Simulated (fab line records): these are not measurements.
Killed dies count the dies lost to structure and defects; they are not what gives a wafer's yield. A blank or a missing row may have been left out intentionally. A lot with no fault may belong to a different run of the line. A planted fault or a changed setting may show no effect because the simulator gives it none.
fab line records	flow n5-finfet
record: lots: 7	wafers: 19	last-day: 17
route steps=1938 shown BEOL_M15@1807
lots that met no fault: taken from a fault-free run of the same line
start-h: hours from the record's opening day to when the first of the lot's shown wafers began	wait-h: hours since the lot's step before	" as in the row above	L1.1+2: one row covering several wafers at once	- no value, or no start was given	* or withheld: withheld	< > ~ a bound
route shown NAME@n: names a module that has steps shown in the file, with the first one's number in the route	usual: mean/standard deviation taken from wafers without a fault	same: alike in all rows	chamber/n: place in a boat	sites: the reading at each site	_std_site: the values' standard deviation	_edge_site: mean of outer sites minus mean of inner sites	radius-mm: for every site, how far away it sits from the centre of the wafer	mask NAME#n: copy n	behind: the most recent tool/chamber to have shaped the wafer	hold: what put the lot on hold/how long, in hours/how the hold closed	device: transistor that didn't switch, given as n, p or np	end of line: tests of these same wafers at the route's end	where a step has no rows: the recipe by itself	killed: count of dies lost to structure and defects at first sort (not the wafer's yield)	map: a wafer's dies, x killed, . not, _ none there
set.NAME: the run value of the setting; set.NAME@STEP: its run value at that earlier step	model.NAME: the simulator's own value behind a step, which no gauge read
lots at some steps of the route; a table a step, a row a wafer
services: the hour from which a tool's chamber was out of use, counted from the record's first day as start-h (under 0 if before that day), plus the number of hours and why
== steps ==
step: N5_BEOL_M15_DESCUM_33
recipe: chemistry: O2	time-s: 7.9	source-power-w: 50	bias-power-w: 20	pressure-mtorr: 20	rf-frequency-hz: 2.712e+07	temp-c: 40	o2-flow-sccm: 225
step: N5_BEOL_M15_ETCH_61
recipe: chemistry: N2/H2	target: BARC	target-depth-a: 890	overetch-a: 267	time-s: 67.9	ion-energy-ev: 200	pressure-mtorr: 30	source-w: 840	bias-w: 150	n2-flow-sccm: 200	h2-flow-sccm: 200
usual: chamber-pressure-mTorr: 30.000/0.027	drypump-motor-current-A: 5.9/0.36	n2-flow-sccm: 200.0/0.58	oes-product-au: 0.67/0.068	rf-vpp-V: 523/3.4	showerhead-plenum-p-Torr: 2.51/0.12	throttle-valve-pct: 17.85/0.28
lot.wafer	tool	chamber	start-h	wait-h	chamber-pressure-mTorr	drypump-motor-current-A	n2-flow-sccm	oes-product-au	rf-hours-counter-h	rf-vpp-V	showerhead-plenum-p-Torr	throttle-valve-pct
L123.2	rie-diel-02	1	335.34	0.0	29.993	6.0	200.5	0.57	249	520	2.36	17.84
L123.3	"	3	"	"	29.972	6.2	200.4	0.67	125	520	2.43	17.66
L123.5	"	1	"	"	30.015	6.0	199.9	0.58	-	520	2.36	17.84
L122.1	rie-diel-02	2	336.00	0.0	30.016	5.7	199.9	0.70	88	528	2.69	18.07
L122.2	"	3	"	"	30.009	6.2	199.8	0.67	126	521	2.43	17.67
L122.5	"	2	"	"	30.000	5.7	200.4	0.69	-	526	2.69	18.07
L126.1	rie-diel-02	2	362.02	0.0	30.046	5.7	200.3	0.68	97	527	2.69	18.10
L126.4	"	0	"	"	30.003	5.2	200.0	0.61	210	523	2.50	17.80
L126.5	"	2	"	"	29.993	5.7	200.0	0.69	-	527	2.69	18.09
L124.2	rie-diel-06	3	362.28	0.0	29.971	6.4	200.7	0.71	70	523	2.48	17.47
L124.6	"	3	"	"	29.974	6.5	199.6	0.72	-	524	2.48	17.47
L127.2	rie-diel-06	1	363.39	0.0	29.995	5.8	199.2	0.79	19	529	2.70	17.72
L127.5	"	3	"	"	29.985	6.5	199.4	0.71	-	523	2.48	17.44
L132.1	rie-diel-05	0	386.52	0.0	30.005	5.5	199.3	0.70	110	521	2.45	17.50
L132.4	"	3	"	"	29.999	6.0	199.3	0.62	218	526	2.62	18.31
L132.6	"	1	"	"	30.034	5.5	200.0	0.79	-	528	2.71	17.99
L133.4	rie-diel-02	2	394.83	0.0	29.984	5.7	200.6	0.68	108	527	2.68	18.11
L133.5	"	3	"	"	30.052	6.2	198.8	0.65	-	520	2.42	17.71
L133.6	"	0	"	"	29.972	5.2	201.8	0.60	-	523	2.49	17.85
step: N5_BEOL_M15_TRENCH_ETCH_34
recipe: chemistry: C4F8/O2/Ar	target: SiO2	target-depth-a: 8729.3	he-inner-torr: 15	he-outer-torr: 30	time-s: 199	ion-energy-ev: 800	pressure-mtorr: 20	source-w: 1905	bias-w: 2040	Ar_flow_sccm: 400	C4F8_flow_sccm: 16	O2_flow_sccm: 12
step: N5_BEOL_M15_STRIP_36
recipe: chemistry: O2	power-w: 600	temp-c: 60	pressure-mtorr: 30	rf-frequency-hz: 6e+07	bias-power-w: 0	overash-fraction: 0.3	o2-flow-sccm: 225
usual: chamber-pressure-mTorr: 29.99/0.054	drypump-motor-current-A: 5.9/0.36	oes-product-au: 0.79/0.088	rf-vpp-V: 3.6/0.98	showerhead-plenum-p-Torr: 2.09/0.092	throttle-valve-pct: 16.64/0.28
same: bias-power-w: 0
lot.wafer	tool	chamber	start-h	wait-h	chamber-pressure-mTorr	drypump-motor-current-A	oes-product-au	rf-hours-counter-h	rf-vpp-V	showerhead-plenum-p-Torr	throttle-valve-pct
L123.2	rie-diel-02	0	336.39	0.8	29.96	5.2	0.72	201	3.3	2.08	16.80
L123.3	"	2	"	"	30.00	5.7	0.82	88	2.6	2.18	16.64
L123.5	"	1	"	"	29.94	6.0	0.66	-	4.5	2.00	16.89
L122.1	rie-diel-06	2	336.40	0.2	29.94	5.6	0.74	195	1.9	2.16	16.50
L122.2	"	1	"	"	29.94	5.8	0.99	11	4.6	2.24	16.55
L122.5	"	1	"	"	30.03	5.8	0.99	-	3.4	2.24	16.53
L126.1	rie-diel-06	2	362.52	0.3	30.03	5.6	0.72	203	3.9	2.15	16.48
L126.4	"	3	"	"	29.99	6.4	0.83	70	3.4	2.05	16.26
L126.5	"	2	"	"	30.04	5.6	0.72	-	3.5	2.15	16.46
L124.2	rie-diel-06	1	362.77	0.3	29.98	5.7	0.96	19	4.9	2.23	16.51
L124.6	"	1	"	"	29.97	5.7	0.95	-	4.3	2.23	16.53
L127.2	rie-diel-02	3	365.87	2.2	30.01	6.2	0.78	135	4.8	1.99	16.42
L127.5	"	0	"	"	29.92	5.3	0.71	-	1.0	2.08	16.81
L132.1	rie-diel-06	3	386.80	0.0	30.02	6.4	0.82	77	1.8	2.05	16.29
L132.4	"	0	"	"	29.94	6.3	0.80	114	2.1	2.12	16.84
L132.6	"	2	"	"	30.02	5.6	0.71	-	4.0	2.15	16.53
L133.4	rie-diel-05	2	396.03	1.0	29.94	6.0	0.70	204	3.6	1.90	16.54
L133.5	"	2	"	"	29.95	6.0	0.69	-	5.0	1.90	16.48
L133.6	"	3	"	"	29.91	6.0	0.72	-	3.0	2.14	17.01
step: N5_BEOL_M15_STRIP_62
recipe: chemistry: O2	power-w: 600	temp-c: 60	pressure-mtorr: 30	rf-frequency-hz: 6e+07	bias-power-w: 0	overash-fraction: 0.3	o2-flow-sccm: 225
usual: chamber-pressure-mTorr: 30.00/0.03	drypump-motor-current-A: 5.9/0.36	oes-product-au: 0.79/0.088	rf-vpp-V: 3.6/0.47	showerhead-plenum-p-Torr: 2.09/0.092	throttle-valve-pct: 16.64/0.28
same: bias-power-w: 0
lot.wafer	tool	chamber	start-h	wait-h	chamber-pressure-mTorr	drypump-motor-current-A	oes-product-au	rf-hours-counter-h	rf-vpp-V	showerhead-plenum-p-Torr	throttle-valve-pct
L123.2	rie-diel-02	0	-	-	30.02	5.3	0.72	201	3.2	2.08	16.79
L123.3	"	2	"	"	30.02	5.7	0.81	88	2.8	2.18	16.61
L123.5	"	1	"	"	30.05	6.0	0.66	-	2.7	2.00	16.92
L122.1	rie-diel-06	2	-	-	30.01	5.6	0.73	195	3.0	2.16	16.48
L122.2	"	1	"	"	29.98	5.8	0.97	11	2.7	2.24	16.51
L122.5	"	1	"	"	30.02	5.7	0.97	-	3.8	2.24	16.53
L126.1	rie-diel-06	2	-	-	30.00	5.6	0.72	203	3.5	2.16	16.50
L126.4	"	3	"	"	29.96	6.4	0.83	70	4.3	2.05	16.28
L126.5	"	2	"	"	30.00	5.6	0.72	-	4.1	2.16	16.49
L124.2	rie-diel-06	1	-	-	30.04	5.8	0.96	19	3.5	2.23	16.53
L124.6	"	1	"	"	29.97	5.8	0.95	-	4.8	2.23	16.53
L127.2	rie-diel-02	3	-	-	29.97	6.2	0.78	135	3.8	1.99	16.44
L127.5	"	0	"	"	29.97	5.2	0.71	-	4.5	2.08	16.84
L132.1	rie-diel-06	3	-	-	30.00	6.5	0.82	77	3.9	2.05	16.30
L132.4	"	0	"	"	30.03	6.3	0.80	114	3.5	2.12	16.83
L132.6	"	2	"	"	29.96	5.6	0.71	-	3.9	2.15	16.51
L133.4	rie-diel-05	2	-	-	30.01	6.0	0.70	204	3.3	1.90	16.47
L133.5	"	2	"	"	30.07	6.0	0.70	-	3.9	1.90	16.50
L133.6	"	3	"	"	30.02	5.9	0.72	-	3.6	2.13	16.97
step: N5_BEOL_M15_STRIP_37
recipe: chemistry: O2	power-w: 600	temp-c: 60	pressure-mtorr: 30	rf-frequency-hz: 6e+07	bias-power-w: 0	overash-fraction: 0.3	o2-flow-sccm: 225
step: N5_BEOL_M15_ETCH_38
recipe: chemistry: CF4/N2	target: SiCN	target-depth-a: 1064	taper-deg: 2	time-s: 120.5	ion-energy-ev: 150	mask-material: SiO2	pressure-mtorr: 40	source-w: 430	bias-w: 70	Ar_flow_sccm: 100	cf4-flow-sccm: 60	n2-flow-sccm: 60
step: N5_BEOL_M15_PRECLEAN_39
recipe: chemistry: residue-remover	time-s: 60	temp-c: 40
step: N5_BEOL_M15_SRD_40
recipe: time-s: 30	temp-c: 23	rinse-liquid: diw	dry: n2-spin	spin-rpm: 1500	dry-time-s: 30
step: N5_BEOL_M15_DEGAS_41
recipe: ambient: vacuum	temp-c: 300	time-s: 60
step: N5_BEOL_M15_PRE_CLEAN_42
recipe: gas: H2/He	time-s: 30	temp-c: 300
step: N5_BEOL_M15_SPUTTER_43
recipe: material: TaN	target-thk-a: 150	temp-c: 50	bias-v: 168.6	power-w: 15000	chamber-pressure-pa: 0.12	time-s: 24.19
usual: throttle-valve-pct: 30.4/0.94
lot.wafer	tool	chamber	start-h	wait-h	throttle-valve-pct	model.TaN_of_BEOL_M15_SPUTTER_43.thk-nm
L122.1	pvd-sputter-03	-	337.20	0.0	29.2	15
L122.2	"	-	"	"	30.9	14.8
L122.5	"	-	"	"	30.5	14.8
L123.2	pvd-sputter-01	-	337.21	0.0	29.6	14.6
L123.3	"	-	"	"	30.9	14.6
L123.5	"	-	"	"	30.5	15
L126.1	pvd-sputter-01	-	363.15	0.0	30.6	15.2
L126.4	"	-	"	"	30.6	14.8
L126.5	"	-	"	"	30.6	5
L124.2	pvd-sputter-01	-	363.47	0.0	30.8	4.4
L124.6	"	-	"	"	30.5	14.8
L127.2	pvd-sputter-01	-	366.59	0.0	29.5	4.6
L127.5	"	-	"	"	30.3	4.4
L132.1	pvd-sputter-03	-	387.66	0.0	30.4	15.4
L132.4	"	-	"	"	30.6	14.8
L132.6	"	-	"	"	30.6	15.4
L133.4	pvd-sputter-02	-	396.58	0.0	29.5	15.2
L133.5	"	-	"	"	32.7	15.4
L133.6	"	-	"	"	29.0	15.4
step: N5_BEOL_M15_SPUTTER_44
recipe: material: Ta	target-thk-a: 150	temp-c: 50	bias-v: 80	power-w: 15000	chamber-pressure-pa: 0.07	time-s: 24.19
usual: throttle-valve-pct: 30.4/0.95
lot.wafer	tool	chamber	start-h	wait-h	throttle-valve-pct
L122.1	pvd-sputter-03	-	337.28	0.0	29.3
L122.2	"	-	"	"	30.6
L122.5	"	-	"	"	30.7
L123.2	pvd-sputter-01	-	337.29	0.0	29.7
L123.3	"	-	"	"	30.5
L123.5	"	-	"	"	30.7
L126.1	pvd-sputter-01	-	363.23	0.0	30.6
L126.4	"	-	"	"	30.9
L126.5	"	-	"	"	30.4
L124.2	pvd-sputter-01	-	363.55	0.0	30.5
L124.6	"	-	"	"	30.4
L127.2	pvd-sputter-01	-	366.67	0.0	29.4
L127.5	"	-	"	"	30.3
L132.1	pvd-sputter-03	-	387.74	0.0	30.6
L132.4	"	-	"	"	30.7
L132.6	"	-	"	"	30.3
L133.4	pvd-sputter-02	-	396.66	0.0	29.7
L133.5	"	-	"	"	32.7
L133.6	"	-	"	"	29.3
step: N5_BEOL_M15_SPUTTER_45
recipe: material: Cu	target-thk-a: 1000	temp-c: -20	bias-v: 60	power-w: 26000	chamber-pressure-pa: 0.13	time-s: 16.67
step: N5_BEOL_M15_ECD_47
recipe: material: Cu	target-thk-a: 18600
step: N5_BEOL_M15_ANNEAL_48
recipe: temp-c: 225	time-s: 90	ambient: N2
usual: wafer_temp_C_max: 226.32/0.29
lot.wafer	tool	chamber	start-h	wait-h	wafer_temp_C_max
L122.1	rtp-anneal-02	0	337.73	0.2	226.34
L122.2	"	0	"	"	226.49
L122.5	"	0	"	"	226.06
L123.2	rtp-anneal-02	0	338.05	0.5	226.39
L123.3	"	0	"	"	226.03
L123.5	"	0	"	"	226.42
L126.1	rtp-anneal-02	0	363.67	0.2	226.62
L126.4	"	0	"	"	226.34
L126.5	"	0	"	"	226.44
L124.2	rtp-anneal-02	0	364.38	0.6	226.45
L124.6	"	0	"	"	226.56
L127.2	rtp-anneal-01	0	367.16	0.2	226.07
L127.5	"	0	"	"	226.42
L132.1	rtp-anneal-01	0	388.34	0.3	226.82
L132.4	"	0	"	"	226.46
L132.6	"	0	"	"	226.31
L133.4	rtp-anneal-01	0	397.37	0.4	226.19
L133.5	"	0	"	"	226.68
L133.6	"	0	"	"	226.44
step: N5_BEOL_M15_CMP_49
recipe: stop-on: SiO2	t-overpolish-s: 4.9	down-force-psi: 2	platen-rpm: 80	clearing-platen-down-force-psi: 2	clearing-platen-rpm: 80	post-cmp-clean: cu-alkaline	target-thk-nm: 850	clearing-platen-pad-velocity-m-s: 1.5917	pad-velocity-m-s: 1.5917
usual: barrier-field-endpoint-s: 11.4/0.38	motor-current-A: 8.4/0.74
lot.wafer	tool	chamber	start-h	wait-h	barrier-field-endpoint-s	motor-current-A
L122.1	cmp-01	2	338.07	0.3	11.5	9.0
L122.2	"	0	"	"	10.8	7.0
L122.5	"	1	"	"	10.9	8.9
L123.2	cmp-04	1	338.40	0.3	10.9	7.4
L123.3	"	2	"	"	11.6	8.2
L123.5	"	0	"	"	11.3	7.8
L126.4	cmp-04	2	363.97	0.1	11.5	8.6
L126.1	"	1	"	"	10.9	7.5
L126.5	"	3	"	"	7.2	9.5
L124.2	cmp-04	0	364.63	0.2	7.3	7.5
L124.6	"	0	"	"	11.3	7.5
L127.2	cmp-04	0	367.48	0.3	7.3	7.3
L127.5	"	3	"	"	7.3	8.9
L132.4	cmp-02	1	388.64	0.1	11.9	8.7
L132.1	"	2	"	"	11.7	9.3
L132.6	"	1	"	"	12.4	8.5
L133.4	cmp-01	1	397.56	0.2	11.1	8.3
L133.5	"	0	"	"	11.2	6.9
L133.6	"	1	"	"	11.4	8.2
step: N5_BEOL_M15_THK_MEAS_50
recipe: thk-meas-gauge: xrf	reads: Cu_of_BEOL_M15_ECD_47
usual: M15_THK: 875/26
lot.wafer	tool	chamber	start-h	wait-h	M15_THK[nm]
L122.1	film-metro-02	-	338.32	-	876
L122.2	"	-	"	"	908
L122.5	"	-	"	"	882
L123.2	film-metro-01	-	338.62	-	877
L123.3	"	-	"	"	886
L123.5	"	-	"	"	880
L126.1	film-metro-02	-	364.26	-	866
L126.4	"	-	"	"	875
L126.5	"	-	"	"	873
L124.2	film-metro-01	-	364.92	-	895
L124.6	"	-	"	"	889
L127.2	film-metro-01	-	367.70	-	893
L127.5	"	-	"	"	911
L132.1	film-metro-01	-	388.93	-	913
L132.4	"	-	"	"	843
L132.6	"	-	"	"	933
L133.4	film-metro-01	-	397.82	-	865
L133.5	"	-	"	"	878
L133.6	"	-	"	"	856
== services ==
tool	chamber	start-h	hours	kind
cmp-04	-	312.68	0.7	repair
rie-diel-05	1	325.31	-	clean
rie-diel-05	1	325.31	-	consumable-replace:focus-ring
rie-diel-05	1	325.31	-	consumable-replace:showerhead
rie-diel-05	1	325.31	28.2	scheduled-down
rie-diel-05	1	325.31	28.2	vent-cycle
cmp-01	-	333.27	0.5	repair
rie-diel-02	1	337.28	-	clean
rie-diel-02	1	337.28	-	consumable-replace:focus-ring
rie-diel-02	1	337.28	-	consumable-replace:showerhead
rie-diel-02	1	337.28	20.4	scheduled-down
rie-diel-02	1	337.28	20.4	vent-cycle
cmp-04	-	342.31	2.2	repair
cmp-01	-	343.67	0.3	repair
cmp-04	-	344.71	2.0	repair
rie-diel-02	3	348.17	1.7	repair
cmp-02	-	349.15	2.3	repair
rie-diel-06	3	351.73	3.7	repair
cmp-02	-	361.45	0.9	repair
rie-diel-05	0	365.05	20.0	repair
rie-diel-06	0	370.50	2.6	repair
pvd-sputter-02	-	371.63	0.5	repair
cmp-04	-	385.68	4.4	repair
cmp-01	-	389.19	2.3	repair
== key ==
first-sign: step: N5_BEOL_M15_CMP_49	reading: barrier-field-endpoint-s	direction: down	sigmas: 11	usual: 11.4	struck: 7.3
effect none on later readings
model-effect: step: N5_BEOL_M15_SPUTTER_43	value: TaN_of_BEOL_M15_SPUTTER_43.thk-nm	without: 14.9	struck: 4.6
met-at N5_BEOL_M15_SPUTTER_43
struck-wafers L124.2,L126.5,L127.2,L127.5
onset-between 337.21 363.15
fault: kind: process-parameter-drift	tool: pvd-sputter-01	chamber: -	onset-h: 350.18	steps: N5_BEOL_M15_SPUTTER_43	channel: time-s	offset: *	shape: step	end-h: 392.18	scope: struck-wafers-only	acts-in: *	stated: *
